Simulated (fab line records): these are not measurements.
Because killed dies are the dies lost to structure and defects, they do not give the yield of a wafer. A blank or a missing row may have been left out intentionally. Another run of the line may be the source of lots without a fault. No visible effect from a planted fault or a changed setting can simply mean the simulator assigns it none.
fab line records ; flow n5-finfet
[record] lots = 5; wafers = 15; last-day = 17
route steps=1938 shown BEOL_M15@1812 PASSIVATION@1936
lots with no fault: from the same line, run without faults
start-h: start of the lot's first displayed wafer, in hours after the record's first day ; wait-h: hours from the lot's prior step to this one ; " as in the row above ; L1.1+2: a row that stands for several wafers ; - no value present, or no start provided ; * or withheld: withheld ; < > ~ a bound
route shown NAME@n: NAME is a module with steps in the file, n the number in the route of the first one ; usual: the fault-free wafers' mean and standard deviation ; same: alike in all rows ; chamber/n: place in a boat ; sites: per-site readings ; _std_site: the standard deviation of these ; _edge_site: inner sites' mean taken away from outer sites' mean ; radius-mm: how far each site lies from the wafer's centre ; mask NAME#n: copy n ; behind: the last tool/chamber to shape the wafer ; hold: what put the lot on hold/how long, in hours/how the hold closed ; device: transistor that didn't switch, given as n, p or np ; end of line: tests of these same wafers at the route's end ; where a step has no rows: the recipe by itself ; killed: the dies lost at the first sort to structure and to defects; this is not the yield of the wafer ; map: per-die view of a wafer (x killed, . not killed, _ where there is no die)
set.NAME: the setting the step ran with; set.NAME@STEP: the setting that earlier step ran with ; model.NAME: the simulator's own value behind a step, which no gauge read
certain route steps with their lots: each step a table, each wafer a row
services: from which hour (start-h, from the record's first day; less than 0 if before it) a tool's chamber was out of use, for how many hours, and why
[[steps]]
[step N5_BEOL_M15_STRIP_62]
[recipe] chemistry = O2; power-w = 600; temp-c = 60; pressure-mtorr = 30; rf-frequency-hz = 6e+07; bias-power-w = 0; overash-fraction = 0.3; o2-flow-sccm = 225
[usual] drypump-motor-current-A = 5.9/0.33; oes-product-au = 0.81/0.086; rf-vpp-V = 3.7/0.48; showerhead-plenum-p-Torr = 2.10/0.044; temp-c = 60.00/0.12; throttle-valve-pct = 16.64/0.26
lot.wafer;tool;chamber;start-h;wait-h;drypump-motor-current-A;oes-product-au;rf-hours-counter-h;rf-vpp-V;showerhead-plenum-p-Torr;temp-c;throttle-valve-pct
L196.3;rie-diel-01;3;-;-;5.8;0.77;140;3.9;2.01;59.97;16.93
L196.4;rie-diel-01;1;-;-;5.9;0.96;2;3.2;2.05;59.90;16.30
L196.6;rie-diel-01;3;-;-;5.8;0.77;-;3.6;2.01;60.03;16.93
L199.1;rie-diel-01;0;-;-;6.3;0.91;21;2.9;2.14;59.88;16.24
L199.4;rie-diel-01;1;-;-;5.9;0.95;9;2.9;2.05;60.13;16.31
L199.5;rie-diel-01;2;-;-;5.5;0.66;-;3.1;2.15;60.10;17.05
L210.1;rie-diel-05;3;-;-;6.0;0.91;15;4.4;2.15;60.05;16.35
L210.4;rie-diel-05;1;-;-;5.9;0.82;86;3.6;2.11;60.04;16.38
L210.6;rie-diel-05;0;-;-;6.1;0.80;-;3.2;2.12;60.14;16.87
L209.1;rie-diel-05;3;-;-;6.0;0.89;17;3.6;2.15;60.04;16.35
L209.4;rie-diel-05;0;-;-;6.1;0.80;96;4.1;2.12;60.29;16.87
L209.5;rie-diel-05;2;-;-;5.5;0.76;-;2.5;2.11;59.91;16.69
L214.2;rie-diel-05;1;-;-;5.9;0.80;94;2.9;2.11;60.05;16.39
L214.3;rie-diel-05;0;-;-;6.1;0.79;101;3.2;2.12;60.00;16.88
L214.6;rie-diel-05;2;-;-;5.5;0.76;-;4.0;2.11;59.94;16.69
[step N5_BEOL_M15_STRIP_37]
[recipe] chemistry = O2; power-w = 600; temp-c = 60; pressure-mtorr = 30; rf-frequency-hz = 6e+07; bias-power-w = 0; overash-fraction = 0.3; o2-flow-sccm = 225
[step N5_BEOL_M15_ETCH_38]
[recipe] chemistry = CF4/N2; target = SiCN; target-depth-a = 1064; taper-deg = 2; time-s = 120.5; ion-energy-ev = 150; mask-material = SiO2; pressure-mtorr = 40; source-w = 430; bias-w = 70; Ar_flow_sccm = 100; cf4-flow-sccm = 60; n2-flow-sccm = 60
[step N5_BEOL_M15_PRECLEAN_39]
[recipe] chemistry = residue-remover; time-s = 60; temp-c = 40
[step N5_BEOL_M15_SRD_40]
[recipe] time-s = 30; temp-c = 23; rinse-liquid = diw; dry = n2-spin; spin-rpm = 1500; dry-time-s = 30
[step N5_BEOL_M15_DEGAS_41]
[recipe] ambient = vacuum; temp-c = 300; time-s = 60
[step N5_BEOL_M15_PRE_CLEAN_42]
[recipe] gas = H2/He; time-s = 30; temp-c = 300
[usual] heater-power-w = 474/55
lot.wafer;tool;chamber;start-h;wait-h;heater-power-w
L196.3;pvd-sputter-02;-;261.24;0.0;552
L196.4;pvd-sputter-02;-;261.24;0.0;572
L196.6;pvd-sputter-02;-;261.24;0.0;561
L199.1;pvd-sputter-03;-;283.01;0.0;429
L199.4;pvd-sputter-03;-;283.01;0.0;460
L199.5;pvd-sputter-03;-;283.01;0.0;489
L210.1;pvd-sputter-01;-;352.22;0.0;387
L210.4;pvd-sputter-01;-;352.22;0.0;483
L210.6;pvd-sputter-01;-;352.22;0.0;487
L209.1;pvd-sputter-03;-;363.84;0.0;388
L209.4;pvd-sputter-03;-;363.84;0.0;451
L209.5;pvd-sputter-03;-;363.84;0.0;437
L214.2;pvd-sputter-01;-;380.84;0.0;484
L214.3;pvd-sputter-01;-;380.84;0.0;474
L214.6;pvd-sputter-01;-;380.84;0.0;400
[step N5_BEOL_M15_SPUTTER_43]
[recipe] material = TaN; target-thk-a = 150; temp-c = 50; bias-v = 168.6; power-w = 15000; chamber-pressure-pa = 0.12; time-s = 24.19
[step N5_BEOL_M15_SPUTTER_44]
[recipe] material = Ta; target-thk-a = 150; temp-c = 50; bias-v = 80; power-w = 15000; chamber-pressure-pa = 0.07; time-s = 24.19
[usual] throttle-valve-pct = 30.2/1.3
lot.wafer;tool;chamber;start-h;wait-h;throttle-valve-pct
L196.3;pvd-sputter-02;-;261.36;0.0;30.5
L196.4;pvd-sputter-02;-;261.36;0.0;33.2
L196.6;pvd-sputter-02;-;261.36;0.0;30.4
L199.1;pvd-sputter-03;-;283.13;0.0;30.8
L199.4;pvd-sputter-03;-;283.13;0.0;30.2
L199.5;pvd-sputter-03;-;283.13;0.0;28.8
L210.1;pvd-sputter-01;-;352.34;0.0;29.5
L210.4;pvd-sputter-01;-;352.34;0.0;30.8
L210.6;pvd-sputter-01;-;352.34;0.0;30.5
L209.1;pvd-sputter-03;-;363.96;0.0;30.9
L209.4;pvd-sputter-03;-;363.96;0.0;30.3
L209.5;pvd-sputter-03;-;363.96;0.0;30.6
L214.2;pvd-sputter-01;-;380.96;0.0;30.6
L214.3;pvd-sputter-01;-;380.96;0.0;30.3
L214.6;pvd-sputter-01;-;380.96;0.0;29.9
[step N5_BEOL_M15_SPUTTER_45]
[recipe] material = Cu; target-thk-a = 1000; temp-c = -20; bias-v = 60; power-w = 26000; chamber-pressure-pa = 0.13; time-s = 16.67
[usual] throttle-valve-pct = 30.2/1.3
lot.wafer;tool;chamber;start-h;wait-h;throttle-valve-pct
L196.3;pvd-sputter-02;-;261.44;0.0;30.5
L196.4;pvd-sputter-02;-;261.44;0.0;33.0
L196.6;pvd-sputter-02;-;261.44;0.0;30.5
L199.1;pvd-sputter-03;-;283.21;0.0;30.4
L199.4;pvd-sputter-03;-;283.21;0.0;29.7
L199.5;pvd-sputter-03;-;283.21;0.0;29.0
L210.1;pvd-sputter-01;-;352.42;0.0;29.7
L210.4;pvd-sputter-01;-;352.42;0.0;30.8
L210.6;pvd-sputter-01;-;352.42;0.0;30.5
L209.1;pvd-sputter-03;-;364.04;0.0;31.1
L209.4;pvd-sputter-03;-;364.04;0.0;29.7
L209.5;pvd-sputter-03;-;364.04;0.0;30.7
L214.2;pvd-sputter-01;-;381.04;0.0;30.9
L214.3;pvd-sputter-01;-;381.04;0.0;30.4
L214.6;pvd-sputter-01;-;381.04;0.0;29.8
[step N5_BEOL_M15_ECD_47]
[recipe] material = Cu; target-thk-a = 18600
[step N5_BEOL_M15_ANNEAL_48]
[recipe] temp-c = 225; time-s = 90; ambient = N2
[usual] wafer_temp_C_max = 225.95/0.22
lot.wafer;tool;chamber;start-h;wait-h;wafer_temp_C_max
L196.3;rtp-anneal-02;0;261.89;0.2;225.56
L196.4;rtp-anneal-02;0;261.89;0.2;225.96
L196.6;rtp-anneal-02;0;261.89;0.2;226.06
L199.1;rtp-anneal-01;0;283.79;0.4;225.59
L199.4;rtp-anneal-01;0;283.79;0.4;225.84
L199.5;rtp-anneal-01;0;283.79;0.4;225.91
L210.1;rtp-anneal-02;0;352.78;0.2;225.78
L210.4;rtp-anneal-02;0;352.78;0.2;226.02
L210.6;rtp-anneal-02;0;352.78;0.2;225.81
L209.1;rtp-anneal-02;0;364.40;0.2;225.87
L209.4;rtp-anneal-02;0;364.40;0.2;225.82
L209.5;rtp-anneal-02;0;364.40;0.2;225.98
L214.2;rtp-anneal-01;0;381.45;0.2;226.16
L214.3;rtp-anneal-01;0;381.45;0.2;226.18
L214.6;rtp-anneal-01;0;381.45;0.2;226.17
[step N5_BEOL_M15_CMP_49]
[recipe] stop-on = SiO2; t-overpolish-s = 4.9; down-force-psi = 2; platen-rpm = 80; clearing-platen-down-force-psi = 2; clearing-platen-rpm = 80; post-cmp-clean = cu-alkaline; target-thk-nm = 850; clearing-platen-pad-velocity-m-s = 1.5917; pad-velocity-m-s = 1.5917
[usual] barrier-field-endpoint-s = 11.41/0.26; motor-current-A = 7.9/0.58; overpolish-run-s = 4.901/0.0096; pad-life-wafers = 1210/510; platen-rpm = 80.00/0.052; retaining-ring-pressure-frac = 0.999/0.0045
lot.wafer;tool;chamber;start-h;wait-h;barrier-field-endpoint-s;motor-current-A;overpolish-run-s;pad-life-wafers;platen-rpm;retaining-ring-pressure-frac
L196.3;cmp-01;3;262.15;0.2;11.74;6.7;4.896;1885;79.99;0.999
L196.4;cmp-01;0;262.15;0.2;11.70;8.5;4.890;1886;79.97;1.007
L196.6;cmp-01;2;262.15;0.2;11.21;8.4;4.896;-;80.08;0.995
L199.1;cmp-03;1;284.09;0.3;11.65;7.9;4.905;456;79.99;0.999
L199.4;cmp-03;3;284.09;0.3;11.58;7.8;4.898;458;79.99;1.007
L199.5;cmp-03;2;284.09;0.3;11.54;7.6;4.899;-;79.97;1.003
L210.1;cmp-02;1;353.08;0.3;11.84;7.4;4.901;1572;79.93;1.002
L210.4;cmp-02;3;353.08;0.3;11.37;8.0;4.907;1574;79.97;0.996
L210.6;cmp-02;1;353.08;0.3;11.74;7.6;4.893;-;80.09;1.006
L209.1;cmp-03;3;364.77;0.3;11.30;8.0;4.914;1124;79.87;1.005
L209.4;cmp-03;0;364.77;0.3;10.84;7.0;4.905;1125;83.17;1.007
L209.5;cmp-03;1;364.77;0.3;11.20;7.8;4.898;-;80.00;0.995
L214.3;cmp-01;2;381.70;0.2;11.63;8.6;4.896;558;80.02;1.000
L214.2;cmp-01;1;381.70;0.2;11.69;8.4;4.893;561;79.94;1.000
L214.6;cmp-01;2;381.70;0.2;11.66;9.1;4.910;-;79.94;1.001
[step N5_PASSIVATION_PROBE_49]
[usual] defect-limited-yield = 91.4/1.6; killed_at_M0_to_M3 = 34/12; killed_at_M4_up = 13/5.2; killed-at-contacts = 11/5.5; killed-at-front-end = 40/13; killed-at-other = 3.4/2.7; killed-dies = 102/19; killed-on-rim = 13/4.3; killed-open = 66/15; killed-short = 33/7.9; sort_bin_5_function = 5.1/1.1; sort_bin_6_memory = 3.2/0.7; sort-n-pass = 1078/19; sort-yield-pct = 91.4/1.6
[same] gross-dies = 1180; killed-at-back-side = 0; sort_bin_4_leakage[%] = 0; sort_bin_8_speed[%] = 0
lot.wafer;tool;chamber;start-h;wait-h;defect-limited-yield[%];killed_at_M0_to_M3;killed_at_M4_up;killed-at-contacts;killed-at-front-end;killed-at-other;killed-dies;killed-on-rim;killed-open;killed-short;sort_bin_5_function[%];sort_bin_6_memory[%];sort-n-pass;sort-yield-pct[%]
L196.3;prober-02;-;277.53;0.1;93.1;37;10;9;19;6;81;10;51;29;4.2;2.5;1099;93.1
L196.4;prober-02;-;277.58;0.2;93.1;18;15;4;41;4;82;10;43;38;3.7;3.0;1098;93.1
L196.6;prober-02;-;277.68;0.3;93.6;33;9;5;27;2;76;9;48;27;3.3;3.0;1104;93.6
L199.5;prober-01;-;302.53;0.2;93.1;22;13;5;40;1;81;10;55;24;4.4;2.1;1099;93.1
L210.1;prober-02;-;371.78;0.0;92.2;30;4;22;35;1;92;13;64;26;4.7;3.0;1088;92.2
L210.4;prober-02;-;371.93;0.2;94.2;11;8;12;33;4;68;13;47;16;3.3;1.9;1112;94.2
L210.6;prober-02;-;372.03;0.3;92.6;25;11;15;32;4;87;13;49;36;3.6;3.2;1093;92.6
L209.1;prober-01;-;381.01;0.0;87.5;50;14;12;69;2;147;21;98;47;7.0;4.7;1033;87.5
L209.4;prober-01;-;381.16;0.2;89.0;60;15;7;45;3;130;21;88;42;6.6;4.0;1050;89.0
L209.5;prober-01;-;381.21;0.2;88.9;45;20;12;50;4;131;11;86;42;6.5;3.8;1049;88.9
// killed by level:class
L196.3 BEOL_M2:geometric-particle:open=13 MOL_CONTACT_COAG:geometric-particle:open=9 BEOL_M0_SAQP:geometric-particle:short=7 BEOL_M0_SAQP:geometric-particle:open=7 FIN_SAQP:geometric-particle:open=4 GATE_CUT:geometric-particle:short=4 BEOL_M3:geometric-particle:short=4 ILD0:geometric-particle:open=3
L196.4 BEOL_M2:geometric-particle:open=9 GATE_CUT:geometric-particle:short=7 BEOL_M4:geometric-particle:open=6 STARTING-WAFER:geometric-particle:short=6 DUMMY_GATE:geometric-particle:open=5 ILD0:geometric-particle:short=5 FIN_SAQP:geometric-particle:short=4 STI_FIN_REVEAL:geometric-particle:open=4
L196.6 BEOL_M2:geometric-particle:open=8 STARTING-WAFER:geometric-particle:open=6 GATE_CUT:geometric-particle:short=5 BEOL_M1:geometric-particle:open=5 FIN_SAQP:geometric-particle:short=4 DUMMY_GATE:geometric-particle:open=4 MOL_CONTACT_COAG:geometric-particle:open=4 BEOL_M3:geometric-particle:short=4
L199.5 STI_FIN_REVEAL:geometric-particle:open=12 FIN_SAQP:geometric-particle:open=6 MOL_CONTACT_COAG:geometric-particle:open=5 BEOL_M0_SAQP:geometric-particle:open=5 BEOL_M3:geometric-particle:open=5 BEOL_M4:geometric-particle:open=5 FIN_SAQP:geometric-particle:short=4 BEOL_M2:geometric-particle:open=4
L210.1 MOL_CONTACT_COAG:geometric-particle:open=19 BEOL_M0_SAQP:geometric-particle:open=10 BEOL_M0_SAQP:geometric-particle:short=9 FIN_SAQP:geometric-particle:open=8 FIN_SAQP:geometric-particle:short=7 STI_FIN_REVEAL:geometric-particle:open=5 STARTING-WAFER:geometric-particle:open=5 STARTING-WAFER:geometric-particle:short=4
L210.4 MOL_CONTACT_COAG:geometric-particle:open=12 FIN_SAQP:geometric-particle:open=10 DUMMY_GATE:geometric-particle:open=8 FIN_SAQP:geometric-particle:short=5 BEOL_M9:geometric-particle:open=4 PASS1_CAP:geometric-particle:short=4 HKMG_FIN:area-etch=3 GATE_CUT:geometric-particle:short=2
L210.6 MOL_CONTACT_COAG:geometric-particle:open=11 FIN_SAQP:geometric-particle:short=6 DUMMY_GATE:geometric-particle:open=6 BEOL_M1:geometric-particle:short=6 MOL_CONTACT_COAG:geometric-particle:short=4 BEOL_M3:geometric-particle:open=4 BEOL_M6:geometric-particle:open=4 FIN_SAQP:geometric-particle:open=3
L209.1 STI_FIN_REVEAL:geometric-particle:open=17 BEOL_M0_SAQP:geometric-particle:open=14 BEOL_M0_SAQP:geometric-particle:short=13 FIN_SAQP:geometric-particle:open=12 BEOL_M2:geometric-particle:open=9 DUMMY_GATE:geometric-particle:open=7 MOL_CONTACT_COAG:geometric-particle:open=7 BEOL_M3:geometric-particle:open=7
L209.4 FIN_SAQP:geometric-particle:open=12 BEOL_M0_SAQP:geometric-particle:open=12 BEOL_M0_SAQP:geometric-particle:short=12 BEOL_M1:geometric-particle:open=11 BEOL_M3:geometric-particle:open=10 FIN_SAQP:geometric-particle:short=6 STI_FIN_REVEAL:geometric-particle:open=6 MOL_CONTACT_COAG:geometric-particle:open=6
L209.5 FIN_SAQP:geometric-particle:short=11 FIN_SAQP:geometric-particle:open=11 BEOL_M0_SAQP:geometric-particle:open=11 BEOL_M1:geometric-particle:open=11 STI_FIN_REVEAL:geometric-particle:open=10 MOL_CONTACT_COAG:geometric-particle:open=9 BEOL_M0_SAQP:geometric-particle:short=8 BEOL_M4:geometric-particle:open=8
[[services]]
tool;chamber;start-h;hours;kind
cmp-03;-;240.87;2.0;repair
cmp-01;-;277.20;1.9;repair
rie-diel-05;3;281.88;-;clean
rie-diel-05;3;281.88;-;consumable-replace:focus-ring
rie-diel-05;3;281.88;15.8;scheduled-down
rie-diel-05;3;281.88;15.8;vent-cycle
cmp-02;-;288.98;0.9;repair
rie-diel-01;2;290.98;-;clean
rie-diel-01;2;290.98;-;consumable-replace:focus-ring
rie-diel-01;2;290.98;20.7;scheduled-down
rie-diel-01;2;290.98;20.7;vent-cycle
cmp-01;-;292.69;1.4;repair
cmp-01;-;298.24;4.0;pm
cmp-03;-;304.46;4.4;repair
rie-diel-01;0;311.36;5.4;repair
cmp-01;-;314.04;0.4;repair
pvd-sputter-02;-;335.43;2.0;repair
rie-diel-01;-;338.55;0.3;repair
cmp-02;-;341.88;5.1;pm
cmp-01;-;347.00;11.2;pm
cmp-02;-;365.98;6.9;pm
rie-diel-05;-;374.94;0.4;repair
rie-diel-01;1;377.45;5.0;repair
cmp-03;-;381.15;11.6;pm
[[key]]
[first-sign] step = N5_BEOL_M15_CMP_49; reading = platen-rpm; direction = up; sigmas = 61; usual = 80.00; struck = 83.17
effect none on later readings
met-at N5_BEOL_M15_CMP_49
struck-wafers L209.4
[fault] kind = process-parameter-drift; tool = cmp-03; chamber = 0; onset-h = 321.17; steps = N5_BEOL_M15_CMP_49; channel = platen-rpm; offset = 3.2; shape = step; end-h = 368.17; acts-in = these-recipes-only; stated = 80
